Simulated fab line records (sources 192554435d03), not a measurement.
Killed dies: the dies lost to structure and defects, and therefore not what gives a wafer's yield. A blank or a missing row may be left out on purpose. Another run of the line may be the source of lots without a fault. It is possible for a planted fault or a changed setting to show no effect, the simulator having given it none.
fab line records	flow n5-finfet
record: lots: 7	wafers: 21	last-day: 19
route steps=1938 shown BEOL_M9@1424 BEOL_M15@1830 PASSIVATION@1936
lots with no fault: from the same line, run without faults
start-h: the number of hours between the record's first day and the start of the first shown wafer of the lot	wait-h: how many hours have passed since the lot's step before this one	" as in the row above	L1.1+2: a row that stands for several wafers	- no value, or no start was given	* or withheld: withheld	< > ~ a bound
route shown NAME@n: names a module that has steps shown in the file, with the first one's number in the route	usual: mean/standard deviation taken from wafers without a fault	same: alike in all rows	chamber/n: place in a boat	sites: the reading at each site	_std_site: standard deviation across them	_edge_site: inner sites' mean taken away from outer sites' mean	radius-mm: for every site, how far away it sits from the centre of the wafer	mask NAME#n: copy n	behind: the most recent tool/chamber to have shaped the wafer	hold: why the lot went on hold/how many hours it stayed there/how the hold came to an end	device: whichever transistor did not switch (one of n, p or np)	end of line: the route-end tests of the same wafers	step lacking rows: just its recipe	killed: at the first sort, the dies lost to defects and structure; wafer yield is something else	map: shows each die of a wafer: x if killed, . if not, _ if none is there
set.NAME: the setting that was run; set.NAME@STEP: the one run at that earlier step	model.NAME: the simulator's own value behind a step, which no gauge read
route steps across a sampled set of lots; one table per step, one row per wafer
services: when a tool's chamber went out of use (start-h, in hours from the record's first day, below 0 if earlier), for how many hours, and the reason
== steps ==
step: N5_BEOL_M9_CD_MEAS_18
recipe: pitch-nm: 140	target-cd-nm: 70
usual: cd-nm: 70.0/0.56
lot.wafer	tool	chamber	start-h	wait-h	cd-nm
L871.2	cd-sem-01	-	237.32	0.1	69.8
L871.3	"	-	"	"	70.3
L871.5	"	-	"	"	70.3
L872.2	cd-sem-02	-	245.59	0.1	69.9
L872.4	"	-	"	"	70.1
L872.6	"	-	"	"	70.1
L881.2	cd-sem-03	-	302.78	0.1	70.2
L881.4	"	-	"	"	70.6
L881.6	"	-	"	"	69.8
L884.1	cd-sem-02	-	317.55	0.0	69.4
L884.2	"	-	"	"	69.3
L884.5	"	-	"	"	69.5
L886.2	cd-sem-01	-	324.61	0.1	69.1
L886.3	"	-	"	"	69.4
L886.4	"	-	"	"	69.1
L891.2	cd-sem-01	-	352.09	0.1	70.5
L891.5	"	-	"	"	70.7
L891.6	"	-	"	"	71.0
L893.1	cd-sem-02	-	376.93	0.0	70.0
L893.3	"	-	"	"	69.9
L893.4	"	-	"	"	69.7
step: N5_BEOL_M9_INSPECT_30
recipe: mode: adi	inspect-instrument: brightfield
usual: raw-defect-count: 402/98
lot.wafer	tool	chamber	start-h	wait-h	raw-defect-count
L871.2	defect-inspect-01	-	239.56	0.0	331
L871.3	"	-	"	"	313
L871.5	"	-	"	"	331
L872.2	defect-inspect-02	-	249.07	0.0	479
L872.4	"	-	"	"	603
L872.6	"	-	"	"	528
L881.2	defect-inspect-01	-	305.55	0.0	334
L881.4	"	-	"	"	307
L881.6	"	-	"	"	255
L884.1	defect-inspect-02	-	318.34	0.1	344
L884.2	"	-	"	"	382
L884.5	"	-	"	"	298
L886.2	defect-inspect-02	-	327.51	0.0	409
L886.3	"	-	"	"	362
L886.4	"	-	"	"	518
L891.2	defect-inspect-02	-	352.79	0.1	314
L891.5	"	-	"	"	298
L891.6	"	-	"	"	335
L893.1	defect-inspect-01	-	379.18	0.3	413
L893.3	"	-	"	"	358
L893.4	"	-	"	"	363
step: N5_BEOL_M9_TRENCH_ETCH_37
recipe: chemistry: C4F6/O2	target-depth-a: 1514.3	target: SiCOH_lowk	time-s: 49	ion-energy-ev: 250	pressure-mtorr: 30	source-w: 345	bias-w: 185	Ar_flow_sccm: 300	C4F6_flow_sccm: 10	O2_flow_sccm: 10
usual: drypump-motor-current-A: 5.7/0.66	oes-product-au: 0.80/0.069	rf-vpp-V: 668/7	showerhead-plenum-p-Torr: 2.85/0.082	throttle-valve-pct: 20.92/0.17
lot.wafer	tool	chamber	start-h	wait-h	drypump-motor-current-A	oes-product-au	rf-hours-counter-h	rf-vpp-V	showerhead-plenum-p-Torr	throttle-valve-pct
L871.2	rie-diel-06	3	239.95	-	5.1	0.71	220	666	2.70	21.29
L871.3	"	2	"	"	6.6	0.91	27	677	2.91	20.97
L871.5	"	3	"	"	5.1	0.70	-	665	2.70	21.30
L872.2	rie-diel-04	3	249.40	-	5.9	0.86	47	671	2.89	20.71
L872.4	"	1	"	"	5.9	0.75	165	669	2.96	21.06
L872.6	"	3	"	"	5.8	0.87	-	670	2.88	20.73
L881.2	rie-diel-06	2	305.87	-	6.6	0.86	44	679	2.90	21.00
L881.4	"	3	"	"	5.1	0.68	241	666	2.69	21.34
L881.6	"	0	"	"	6.2	0.84	-	663	2.89	20.78
L884.1	rie-diel-01	1	318.66	-	6.8	0.77	124	655	2.86	20.93
L884.2	"	0	"	"	5.5	0.79	114	660	2.87	20.85
L884.5	"	2	"	"	4.9	0.72	-	669	2.73	21.08
L886.2	rie-diel-06	1	327.82	-	4.9	0.70	242	677	2.81	21.01
L886.3	"	2	"	"	6.6	0.86	51	677	2.89	21.03
L886.4	"	3	"	"	5.1	0.68	248	668	2.69	21.33
L891.2	rie-diel-06	1	353.12	-	4.9	0.61	253	677	2.80	20.98
L891.5	"	0	"	"	6.3	0.83	-	663	2.88	20.79
L891.6	"	2	"	"	6.6	0.75	-	675	2.89	20.99
L893.1	rie-diel-06	1	379.50	-	5.0	0.97	2	678	2.80	20.65
L893.3	"	3	"	"	5.1	0.84	9	678	3.02	20.95
L893.4	"	0	"	"	6.3	0.81	93	664	2.88	20.81
step: N5_BEOL_M9_OCD_MEAS_38
usual: trench-depth-nm: 151.6/2.1
lot.wafer	tool	chamber	start-h	wait-h	trench-depth-nm
L871.2	ocd-02	-	240.13	-	149.9
L871.3	"	-	"	"	156.4
L871.5	"	-	"	"	150.0
L872.2	ocd-02	-	249.58	-	149.4
L872.4	"	-	"	"	152.9
L872.6	"	-	"	"	150.9
L881.2	ocd-02	-	306.04	-	152.5
L881.4	"	-	"	"	147.6
L881.6	"	-	"	"	152.3
L884.1	ocd-02	-	318.83	-	150.2
L884.2	"	-	"	"	151.3
L884.5	"	-	"	"	151.1
L886.2	ocd-01	-	328.00	-	148.2
L886.3	"	-	"	"	153.0
L886.4	"	-	"	"	149.6
L891.2	ocd-02	-	353.29	-	118.8
L891.5	"	-	"	"	152.3
L891.6	"	-	"	"	124.2
L893.1	ocd-01	-	379.67	-	150.9
L893.3	"	-	"	"	123.6
L893.4	"	-	"	"	150.9
step: N5_BEOL_M9_SURFACE_TREAT_79
recipe: gas: Ar	time-s: *	ion-energy-ev: *	ion-current-ma-cm2: 0.5	pressure-mtorr: *	ar-flow-sccm: 30
usual: pressure-mtorr: *	throttle-valve-pct: *
lot.wafer	tool	chamber	start-h	wait-h	pressure-mtorr	throttle-valve-pct
L871.2	pvd-sputter-01	-	241.46	0.3	*	*
L871.3	"	-	"	"	*	*
L871.5	"	-	"	"	*	*
L872.2	pvd-sputter-03	-	251.15	0.2	*	*
L872.4	"	-	"	"	*	*
L872.6	"	-	"	"	*	*
L881.2	pvd-sputter-02	-	307.56	0.4	*	*
L881.4	"	-	"	"	*	*
L881.6	"	-	"	"	*	*
L884.1	pvd-sputter-02	-	320.30	0.2	*	*
L884.2	"	-	"	"	*	*
L884.5	"	-	"	"	*	*
L886.2	pvd-sputter-01	-	329.27	0.2	*	*
L886.3	"	-	"	"	*	*
L886.4	"	-	"	"	*	*
L891.2	pvd-sputter-01	-	356.40	0.4	*	*
L891.5	"	-	"	"	*	*
L891.6	"	-	"	"	*	*
L893.1	pvd-sputter-03	-	381.90	1.4	*	*
L893.3	"	-	"	"	*	*
L893.4	"	-	"	"	*	*
step: N5_BEOL_M9_THK_MEAS_53
recipe: thk-meas-gauge: xrf	reads: Cu_of_BEOL_M9_ECD_50
usual: M9_THK: 141.1/2.7
lot.wafer	tool	chamber	start-h	wait-h	M9_THK[nm]
L871.2	film-metro-02	-	242.64	-	141.6
L871.3	"	-	"	"	145.0
L871.5	"	-	"	"	141.1
L872.2	film-metro-02	-	252.47	-	136.5
L872.4	"	-	"	"	140.5
L872.6	"	-	"	"	138.5
L881.2	film-metro-01	-	309.56	-	143.5
L881.4	"	-	"	"	136.7
L881.6	"	-	"	"	142.0
L884.1	film-metro-01	-	321.61	-	140.3
L884.2	"	-	"	"	138.7
L884.5	"	-	"	"	139.9
L886.2	film-metro-02	-	330.38	-	139.6
L886.3	"	-	"	"	140.5
L886.4	"	-	"	"	139.0
L891.2	film-metro-02	-	357.99	-	109.1
L891.5	"	-	"	"	140.5
L891.6	"	-	"	"	112.6
L893.1	film-metro-02	-	383.17	-	139.4
L893.3	"	-	"	"	112.8
L893.4	"	-	"	"	140.7
step: N5_BEOL_M9_RS_MEAS_57
recipe: thk-meas-gauge: four-point-probe	reads: Cu_of_BEOL_M9_ECD_50+Co_of_BEOL_M9_CVD_78+TaN_of_BEOL_M9_ALD_74
usual: M9_RS: 0.1503/0.0029
lot.wafer	tool	chamber	start-h	wait-h	M9_RS[ohm/sq]
L871.2	film-metro-02	-	242.78	0.1	0.1502
L871.3	"	-	"	"	0.1454
L871.5	"	-	"	"	0.1507
L872.2	film-metro-02	-	252.60	0.1	0.1536
L872.4	"	-	"	"	0.1487
L872.6	"	-	"	"	0.1508
L881.2	film-metro-02	-	309.70	0.1	0.1482
L881.4	"	-	"	"	0.1554
L881.6	"	-	"	"	0.1487
L884.1	film-metro-02	-	321.75	0.1	0.1521
L884.2	"	-	"	"	0.1525
L884.5	"	-	"	"	0.1517
L886.2	film-metro-02	-	330.52	0.1	0.1530
L886.3	"	-	"	"	0.1500
L886.4	"	-	"	"	0.1524
L891.2	film-metro-02	-	358.13	0.1	0.2000
L891.5	"	-	"	"	0.1509
L891.6	"	-	"	"	0.1931
L893.1	film-metro-01	-	383.31	0.1	0.1521
L893.3	"	-	"	"	0.1940
L893.4	"	-	"	"	0.1515
step: N5_BEOL_M15_RC_MEAS_101
usual: COMB_M10: 1.4e-11/3.3e-12	COMB_M11: 1.43e-11/2.9e-12	COMB_M12: 5.7e-12/1.6e-12	COMB_M13: 4.4e-12/1.2e-12	COMB_M14: 3.1e-12/1.1e-12	COMB_M15: 2e-12/9.8e-13	COMB_M5: 3.5e-11/7.2e-12	COMB_M6: 2.4e-11/5.7e-12	COMB_M7: 2.5e-11/5.4e-12	COMB_M8: 2.6e-11/5.4e-12	SERP_M10: 3.11/0.064	SERP_M11: 3.08/0.073	SERP_M11_max_site: 3.16/0.082	SERP_M12: 0.639/0.016	SERP_M13: 0.308/0.0053	SERP_M14: 0.162/0.0031	SERP_M5: 38.9/1.5	SERP_M6: 13.9/0.49	SERP_M7: 13.8/0.43	SERP_M8: 13.9/0.45	SERP_M8_max_site: 14.5/0.51	SERP_M9: 3.05/0.069	SERP_M9_max_site: 3.15/0.079
lot.wafer	tool	chamber	start-h	wait-h	COMB_M10[S/m]	COMB_M11[S/m]	COMB_M12[S/m]	COMB_M13[S/m]	COMB_M14[S/m]	COMB_M15[S/m]	COMB_M5[S/m]	COMB_M6[S/m]	COMB_M7[S/m]	COMB_M8[S/m]	SERP_M10[ohm/um]	SERP_M11[ohm/um]	SERP_M11_max_site[ohm/um]	SERP_M12[ohm/um]	SERP_M13[ohm/um]	SERP_M14[ohm/um]	SERP_M5[ohm/um]	SERP_M6[ohm/um]	SERP_M7[ohm/um]	SERP_M8[ohm/um]	SERP_M8_max_site[ohm/um]	SERP_M9[ohm/um]	SERP_M9_max_site[ohm/um]
L871.2	prober-02	0	282.67	0.2	1.9e-11	1.32e-11	4.3e-12	3.8e-12	4e-12	1.9e-12	3.3e-11	2.2e-11	2.5e-11	2.6e-11	3.05	3.11	3.19	0.633	0.314	0.163	36.8	13.5	13.6	13.7	14.1	3.07	3.14
L871.3	"	0	"	"	2.5e-11	1.35e-11	4.8e-12	5.4e-12	4.2e-12	2.2e-12	2.5e-11	1.7e-11	2.3e-11	2.4e-11	3.16	3.10	3.21	0.627	0.300	0.164	37.3	13.5	13.2	13.3	14.2	2.98	3.05
L871.5	"	0	"	"	1.3e-11	1.87e-11	6.6e-12	5.4e-12	3.3e-12	2.1e-12	2.6e-11	1.8e-11	2.2e-11	2.1e-11	3.06	3.05	3.14	0.628	0.304	0.163	36.9	13.4	13.8	13.3	13.5	3.05	3.10
L872.2	prober-02	0	293.71	0.2	1.8e-11	1.15e-11	7e-12	5.7e-12	2.9e-12	2.5e-12	4.2e-11	3.1e-11	3.1e-11	2.8e-11	3.09	2.97	3.00	0.616	0.304	0.167	36.9	13.7	13.6	13.5	14.0	3.09	3.19
L872.4	"	0	"	"	1.4e-11	1.6e-11	9.5e-12	4.7e-12	2.9e-12	3.1e-12	3e-11	2.9e-11	3.5e-11	2.6e-11	3.10	3.01	3.11	0.626	0.311	0.163	38.5	14.0	14.9	13.2	13.6	3.01	3.07
L872.6	"	0	"	"	2.1e-11	1.64e-11	7.5e-12	5.5e-12	4.7e-12	3.2e-12	4e-11	3.4e-11	2.9e-11	2.5e-11	3.15	3.09	3.17	0.646	0.299	0.161	38.8	13.7	13.7	13.1	14.3	3.05	3.08
L881.2	prober-01	0	353.63	0.2	1.6e-11	1.54e-11	4.1e-12	3.1e-12	3.2e-12	2e-13	3e-11	1.8e-11	1.8e-11	3.6e-11	3.17	3.12	3.17	0.642	0.302	0.162	41.6	13.4	14.4	14.3	15.1	3.04	3.16
L881.4	"	0	"	"	1.6e-11	1.56e-11	2.4e-12	2.6e-12	2.5e-12	8e-13	2.7e-11	1.7e-11	3e-11	2.7e-11	3.07	3.22	3.33	0.637	0.304	0.162	39.6	13.5	14.2	14.1	14.5	3.17	3.23
L881.6	"	0	"	"	1.5e-11	1.39e-11	3.4e-12	2.7e-12	2e-12	7e-13	2.3e-11	2.1e-11	3.1e-11	2.6e-11	3.16	3.08	3.14	0.642	0.310	0.160	41.7	12.8	14.5	14.5	15.4	3.02	3.16
L884.1	prober-02	0	372.42	0.0	1.7e-11	1.28e-11	7.3e-12	3.9e-12	4.9e-12	2.3e-12	3e-11	2.3e-11	3.2e-11	3.1e-11	3.04	3.09	3.17	0.633	0.310	0.169	40.6	14.7	13.3	13.8	14.2	3.15	3.19
L884.2	"	0	"	"	1.2e-11	1.98e-11	4.9e-12	4.1e-12	4.3e-12	2.5e-12	2.8e-11	2.3e-11	2.3e-11	2e-11	3.13	2.97	3.10	0.623	0.309	0.166	40.0	13.9	13.9	14.9	15.2	3.15	3.24
L884.5	"	0	"	"	1.3e-11	1.34e-11	4e-12	4e-12	7e-12	2.9e-12	3.2e-11	3e-11	2.2e-11	2.5e-11	2.98	3.03	3.14	0.618	0.309	0.164	39.2	14.4	13.3	14.4	15.0	3.18	3.29
L886.2	prober-02	0	378.84	0.7	9e-12	2.03e-11	5.7e-12	5.2e-12	2.8e-12	2.3e-12	4e-11	3e-11	2.2e-11	2.8e-11	3.11	3.12	3.23	0.675	0.293	0.162	35.6	14.1	13.9	13.6	14.2	3.12	3.29
L886.3	"	0	"	"	1.6e-11	1.76e-11	5e-12	5.6e-12	2.9e-12	2.7e-12	4e-11	1.9e-11	2.3e-11	3.6e-11	3.15	3.12	3.18	0.683	0.303	0.161	37.2	13.4	13.5	14.0	14.4	3.08	3.16
L886.4	"	0	"	"	1e-11	1.99e-11	5.9e-12	5.2e-12	2.7e-12	3.2e-12	3.9e-11	2.3e-11	2.4e-11	2.3e-11	3.02	3.08	3.12	0.654	0.300	0.161	36.0	13.9	14.0	13.6	14.6	3.15	3.24
L891.2	prober-02	0	402.86	0.4	1.5e-11	1.05e-11	4.1e-12	4.5e-12	4.1e-12	2e-12	2.6e-11	2.6e-11	2.6e-11	2.9e-11	3.16	3.22	3.27	0.633	0.309	0.162	40.4	13.8	13.9	14.0	14.3	4.00	4.18
L891.5	"	0	"	"	1.6e-11	1.1e-11	7.8e-12	4.6e-12	3.2e-12	3.1e-12	2.8e-11	2.9e-11	2.5e-11	3.8e-11	3.04	3.19	3.23	0.649	0.306	0.157	38.8	13.6	13.6	13.8	14.4	3.02	3.13
L891.6	"	0	"	"	1.5e-11	1.17e-11	4.8e-12	4.1e-12	4.3e-12	2.5e-12	2.9e-11	2.5e-11	3.3e-11	2.5e-11	3.21	3.08	3.16	0.650	0.303	0.161	40.2	14.0	14.1	13.8	14.2	3.82	3.95
L893.1	prober-02	0	435.81	0.0	1.6e-11	1.33e-11	5.7e-12	6.4e-12	4.5e-12	3.2e-12	3.5e-11	3.7e-11	3.2e-11	3.3e-11	3.10	3.03	3.11	0.650	0.302	0.156	36.6	14.2	13.6	13.5	13.8	3.06	3.18
L893.3	"	0	"	"	1.7e-11	1.39e-11	8.7e-12	4.8e-12	3.5e-12	3.9e-12	4.3e-11	2.9e-11	2.7e-11	2.9e-11	3.22	3.08	3.18	0.645	0.302	0.163	37.4	15.1	14.0	13.4	13.9	3.92	4.03
L893.4	"	0	"	"	1.7e-11	1.68e-11	9.5e-12	6.3e-12	4.4e-12	2.7e-12	5e-11	2.7e-11	3.3e-11	2.8e-11	3.09	2.98	3.05	0.628	0.298	0.162	37.8	13.5	13.4	14.2	15.2	3.02	3.22
sites SERP_M9 radius-mm=0,75,75,75,75,140,140,140,140
L871.2 3.07 3.08 3.06 3.14 3.08 3.07 3.05 3.11 3.07
L872.2 3.18 3.14 3.12 3.06 3.19 3.07 3.09 3.00 3.05
L881.2 3.14 3.08 3.07 3.16 3.04 3.00 2.98 3.00 2.93
L884.1 3.15 3.14 3.15 3.15 3.19 3.13 3.16 3.13 3.14
L886.2 3.06 3.14 3.08 3.10 3.12 3.29 3.08 3.18 3.16
L891.2 3.87 4.00 3.94 3.98 3.94 4.18 4.02 4.09 4.18
L893.1 3.01 3.06 3.00 3.02 3.04 3.18 3.06 3.15 3.14
step: N5_PASSIVATION_PROBE_49
usual: defect-limited-yield: 91.5/1.3	killed_at_M0_to_M3: 33/10	killed_at_M4_up: 13/4	killed-at-contacts: 12/6.3	killed-at-front-end: 39/11	killed-at-other: 3.4/2.6	killed-dies: 100/15	killed-open: 65/11	killed-short: 34/7.8	sort_bin_5_function: 5.0/0.89	sort_bin_6_memory: 3.2/0.58	sort_bin_8_speed: 0/0	sort-n-pass: 1080/15
same: gross-dies: 1180	killed-at-back-side: 0	sort_bin_4_leakage[%]: 0
lot.wafer	tool	chamber	start-h	wait-h	defect-limited-yield[%]	killed_at_M0_to_M3	killed_at_M4_up	killed-at-contacts	killed-at-front-end	killed-at-other	killed-dies	killed-open	killed-short	sort_bin_5_function[%]	sort_bin_6_memory[%]	sort_bin_8_speed[%]	sort-n-pass
L871.2	prober-01	-	299.09	0.1	92.0	14	16	19	45	0	94	67	27	4.7	3.1	0	1086
L871.3	prober-01	-	299.14	0.1	92.0	26	14	14	33	7	94	70	24	4.3	3.4	0	1086
L871.5	prober-01	-	299.24	0.2	89.3	33	21	25	40	7	126	89	37	6.9	3.5	0	1054
L872.2	prober-01	-	308.50	0.1	92.7	38	14	4	29	1	86	58	27	4.6	2.5	0	1094
L872.4	prober-01	-	308.60	0.2	91.4	30	15	14	40	3	102	58	38	5.1	2.9	0	1078
L872.6	prober-01	-	308.70	0.3	92.2	33	13	4	39	3	92	50	41	4.0	3.6	0	1088
L881.2	prober-01	-	369.42	0.1	90.1	50	12	7	43	5	117	74	42	5.5	4.1	0	1063
L881.4	prober-01	-	369.52	0.2	91.8	39	12	23	16	7	97	55	39	4.7	3.2	0	1083
L881.6	prober-01	-	369.62	0.3	91.0	38	10	23	31	4	106	73	32	5.3	3.3	0	1074
L884.1	prober-01	-	389.14	0.0	91.5	35	10	11	36	8	100	73	26	4.8	3.5	0	1080
L884.2	prober-01	-	389.19	0.1	91.5	23	18	8	44	7	100	63	37	5.1	3.1	0	1080
L884.5	prober-01	-	389.34	0.2	92.0	29	11	8	43	3	94	70	23	4.7	3.1	0	1086
L886.2	prober-02	-	392.46	0.1	91.0	35	12	13	42	4	106	71	35	6.0	2.7	0	1074
L886.3	prober-02	-	392.51	0.1	92.4	39	8	10	30	3	90	50	39	3.8	3.1	0	1090
L886.4	prober-02	-	392.56	0.2	93.5	24	8	20	25	0	77	48	29	3.2	2.9	0	1103
L891.2	prober-01	-	418.81	0.1	89.5	57	20	10	32	5	124	81	40	6.8	3.2	0.17	1056
L891.5	prober-01	-	418.96	0.2	90.3	34	21	14	36	10	115	71	43	5.7	3.4	0	1065
L891.6	prober-01	-	419.01	0.3	91.4	31	14	17	36	3	101	67	31	4.4	3.8	0	1079
L893.1	prober-02	-	452.39	0.0	91.5	40	7	3	50	0	100	66	33	5.1	3.1	0	1080
L893.3	prober-02	-	452.49	0.1	90.3	36	12	12	49	5	114	72	40	6.3	2.9	0	1066
L893.4	prober-02	-	452.54	0.2	90.1	36	7	16	58	0	117	74	42	5.9	3.8	0	1063
killed by level:class
L871.2 MOL_CONTACT_COAG:geometric-particle:open=17 FIN_SAQP:geometric-particle:short=13 FIN_SAQP:geometric-particle:open=13 STI_FIN_REVEAL:geometric-particle:open=9 BEOL_M4:geometric-particle:open=4 BEOL_M0_SAQP:geometric-particle:open=3 STARTING-WAFER:geometric-particle:open=3 GATE_CUT:geometric-particle:open=2
L871.3 MOL_CONTACT_COAG:geometric-particle:open=12 BEOL_M2:geometric-particle:open=8 BEOL_M4:geometric-particle:open=8 GATE_CUT:geometric-particle:short=7 GATE_CUT:geometric-particle:open=5 BEOL_M0_SAQP:geometric-particle:short=5 BEOL_M0_SAQP:geometric-particle:open=5 BEOL_M3:geometric-particle:open=5
L871.5 MOL_CONTACT_COAG:geometric-particle:open=20 STI_FIN_REVEAL:geometric-particle:open=14 BEOL_M2:geometric-particle:open=10 BEOL_M4:geometric-particle:open=9 BEOL_M0_SAQP:geometric-particle:short=9 BEOL_M5:geometric-particle:open=6 BEOL_M1:geometric-particle:open=5 STI_FIN_REVEAL:geometric-particle:short=5
L872.2 BEOL_M2:geometric-particle:open=11 FIN_SAQP:geometric-particle:open=8 BEOL_M0_SAQP:geometric-particle:short=6 BEOL_M1:geometric-particle:open=6 BEOL_M0_SAQP:geometric-particle:open=5 BEOL_M3:geometric-particle:open=5 ILD0:geometric-particle:short=4 ILD0:geometric-particle:open=4
L872.4 MOL_CONTACT_COAG:geometric-particle:open=13 BEOL_M0_SAQP:geometric-particle:open=9 BEOL_M0_SAQP:geometric-particle:short=8 FIN_SAQP:geometric-particle:short=6 FIN_SAQP:geometric-particle:open=6 BEOL_M1:geometric-particle:open=6 STI_FIN_REVEAL:geometric-particle:open=4 GATE_CUT:geometric-particle:open=4
L872.6 STI_FIN_REVEAL:geometric-particle:open=10 BEOL_M0_SAQP:geometric-particle:short=7 BEOL_M0_SAQP:geometric-particle:open=7 ILD0:geometric-particle:short=6 BEOL_M4:geometric-particle:short=6 FIN_SAQP:geometric-particle:open=5 GATE_CUT:geometric-particle:short=5 BEOL_M2:geometric-particle:open=5
L881.2 FIN_SAQP:geometric-particle:open=15 BEOL_M0_SAQP:geometric-particle:open=13 FIN_SAQP:geometric-particle:short=12 BEOL_M0_SAQP:geometric-particle:short=12 BEOL_M3:geometric-particle:open=11 MOL_CONTACT_COAG:geometric-particle:open=7 BEOL_M1:geometric-particle:open=6 BEOL_M4:geometric-particle:open=6
L881.4 MOL_CONTACT_COAG:geometric-particle:open=14 BEOL_M0_SAQP:geometric-particle:short=11 BEOL_M3:geometric-particle:open=11 MOL_CONTACT_COAG:geometric-particle:short=9 BEOL_M2:geometric-particle:open=6 FIN_SAQP:geometric-particle:short=5 BEOL_M0_SAQP:geometric-particle:open=5 FIN_SAQP:geometric-particle:open=4
L881.6 MOL_CONTACT_COAG:geometric-particle:open=17 BEOL_M3:geometric-particle:open=12 BEOL_M0_SAQP:geometric-particle:open=10 FIN_SAQP:geometric-particle:short=9 FIN_SAQP:geometric-particle:open=8 STI_FIN_REVEAL:geometric-particle:open=7 MOL_CONTACT_COAG:geometric-particle:short=6 BEOL_M4:geometric-particle:open=5
L884.1 STI_FIN_REVEAL:geometric-particle:open=13 MOL_CONTACT_COAG:geometric-particle:open=9 BEOL_M3:geometric-particle:open=7 BEOL_M0_SAQP:geometric-particle:open=6 FIN_SAQP:geometric-particle:short=5 BEOL_M0:geometric-particle:open=5 BEOL_M1:geometric-particle:open=5 BEOL_M2:geometric-particle:open=5
L884.2 FIN_SAQP:geometric-particle:short=10 STI_FIN_REVEAL:geometric-particle:open=10 FIN_SAQP:geometric-particle:open=8 MOL_CONTACT_COAG:geometric-particle:open=7 BEOL_M0_SAQP:geometric-particle:short=5 GATE_CUT:geometric-particle:short=4 BEOL_M1:geometric-particle:open=4 BEOL_M3:geometric-particle:open=4
L884.5 FIN_SAQP:geometric-particle:open=12 BEOL_M3:geometric-particle:open=8 FIN_SAQP:geometric-particle:short=6 STI_FIN_REVEAL:geometric-particle:open=6 BEOL_M0_SAQP:geometric-particle:open=6 BEOL_M0_SAQP:geometric-particle:short=5 MOL_CONTACT_COAG:geometric-particle:open=5 STARTING-WAFER:geometric-particle:open=5
L886.2 BEOL_M0_SAQP:geometric-particle:open=12 FIN_SAQP:geometric-particle:short=10 MOL_CONTACT_COAG:geometric-particle:open=9 STI_FIN_REVEAL:geometric-particle:open=7 BEOL_M0_SAQP:geometric-particle:short=7 GATE_CUT:geometric-particle:open=6 GATE_CUT:geometric-particle:short=6 FIN_SAQP:geometric-particle:open=5
L886.3 BEOL_M0_SAQP:geometric-particle:short=11 FIN_SAQP:geometric-particle:short=9 MOL_CONTACT_COAG:geometric-particle:open=9 BEOL_M2:geometric-particle:open=8 GATE_CUT:geometric-particle:short=7 BEOL_M0_SAQP:geometric-particle:open=7 BEOL_M3:geometric-particle:open=5 BEOL_M1:geometric-particle:open=4
L886.4 MOL_CONTACT_COAG:geometric-particle:open=15 BEOL_M0_SAQP:geometric-particle:short=8 FIN_SAQP:geometric-particle:open=7 GATE_CUT:geometric-particle:short=6 BEOL_M3:geometric-particle:open=6 MOL_CONTACT_COAG:geometric-particle:short=5 FIN_SAQP:geometric-particle:short=3 STI_FIN_REVEAL:geometric-particle:open=3
L891.2 BEOL_M0_SAQP:geometric-particle:short=19 BEOL_M0_SAQP:geometric-particle:open=12 MOL_CONTACT_COAG:geometric-particle:open=10 BEOL_M2:geometric-particle:open=7 BEOL_M4:geometric-particle:open=7 BEOL_M0:geometric-particle:open=6 BEOL_M1:geometric-particle:open=6 DUMMY_GATE:geometric-particle:open=5
L891.5 BEOL_M4:geometric-particle:open=11 MOL_CONTACT_COAG:geometric-particle:open=8 BEOL_M0_SAQP:geometric-particle:short=8 FIN_SAQP:geometric-particle:open=7 DUMMY_GATE:geometric-particle:open=7 MOL_CONTACT_COAG:geometric-particle:short=5 BEOL_M1:geometric-particle:open=5 BEOL_M3:geometric-particle:open=5
L891.6 MOL_CONTACT_COAG:geometric-particle:open=14 FIN_SAQP:geometric-particle:open=9 BEOL_M0_SAQP:geometric-particle:short=8 BEOL_M4:geometric-particle:open=8 BEOL_M0_SAQP:geometric-particle:open=7 BEOL_M2:geometric-particle:open=6 DUMMY_GATE:geometric-particle:open=5 ILD0:geometric-particle:short=4
L893.1 STI_FIN_REVEAL:geometric-particle:open=11 BEOL_M2:geometric-particle:open=11 FIN_SAQP:geometric-particle:open=10 BEOL_M0_SAQP:geometric-particle:open=7 DUMMY_GATE:geometric-particle:open=5 BEOL_M0_SAQP:geometric-particle:short=5 BEOL_M0:geometric-particle:open=5 FIN_SAQP:geometric-particle:short=4
L893.3 FIN_SAQP:geometric-particle:open=16 MOL_CONTACT_COAG:geometric-particle:open=9 BEOL_M0_SAQP:geometric-particle:short=8 BEOL_M2:geometric-particle:open=8 STI_FIN_REVEAL:geometric-particle:open=7 FIN_SAQP:geometric-particle:short=5 STI_FIN_REVEAL:geometric-particle:short=5 BEOL_M1:geometric-particle:open=5
L893.4 STI_FIN_REVEAL:geometric-particle:open=19 MOL_CONTACT_COAG:geometric-particle:open=12 BEOL_M0_SAQP:geometric-particle:short=11 FIN_SAQP:geometric-particle:open=9 BEOL_M0_SAQP:geometric-particle:open=8 GATE_CUT:geometric-particle:short=6 DUMMY_GATE:geometric-particle:open=5 FIN_SAQP:geometric-particle:short=4
== services ==
tool	chamber	start-h	hours	kind
rie-diel-04	-	228.29	14.6	pm
rie-diel-01	2	247.70	9.1	repair
rie-diel-04	2	255.92	2.1	repair
rie-diel-01	3	261.33	9.2	repair
pvd-sputter-01	-	283.92	0.7	repair
rie-diel-01	-	326.60	0.4	repair
rie-diel-06	3	333.41	3.6	repair
rie-diel-06	3	337.04	-	clean
rie-diel-06	3	337.04	-	consumable-replace:focus-ring
rie-diel-06	3	337.04	-	consumable-replace:showerhead
rie-diel-06	3	337.04	15.9	scheduled-down
rie-diel-06	3	337.04	15.9	vent-cycle
rie-diel-01	-	344.99	2.8	pm
rie-diel-06	1	353.26	-	clean
rie-diel-06	1	353.26	-	consumable-replace:focus-ring
rie-diel-06	1	353.26	20.5	scheduled-down
rie-diel-06	1	353.26	20.5	vent-cycle
pvd-sputter-02	-	359.51	2.0	repair
rie-diel-01	1	375.05	1.9	repair
== key ==
first-sign: step: N5_BEOL_M9_OCD_MEAS_38	reading: trench-depth-nm	direction: down	sigmas: 14	usual: 151.6	struck: 122.2
effect: step: N5_BEOL_M9_THK_MEAS_53	reading: M9_THK	direction: down	sigmas: 11	usual: 141.1	struck: 111.5
effect: step: N5_BEOL_M9_RS_MEAS_57	reading: M9_RS	direction: up	sigmas: 16	usual: 0.1503	struck: 0.1957
effect: step: N5_BEOL_M15_RC_MEAS_101	reading: SERP_M9	direction: up	sigmas: 13	usual: 3.05	struck: 3.91
met-at N5_BEOL_M9_TRENCH_ETCH_37
struck-lots L891,L893
struck-wafers L891.2,L891.6,L893.3
not-acting-at N5_BEOL_M9_CD_MEAS_18,N5_BEOL_M9_INSPECT_30,N5_BEOL_M9_SURFACE_TREAT_79
onset-between 327.82 353.12
fault: kind: process-parameter-drift	tool: rie-diel-06	chamber: -	onset-h: 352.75	steps: N5_BEOL_M9_TRENCH_ETCH_37	channel: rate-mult	offset: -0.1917	shape: step	end-h: 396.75	scope: struck-wafers-only
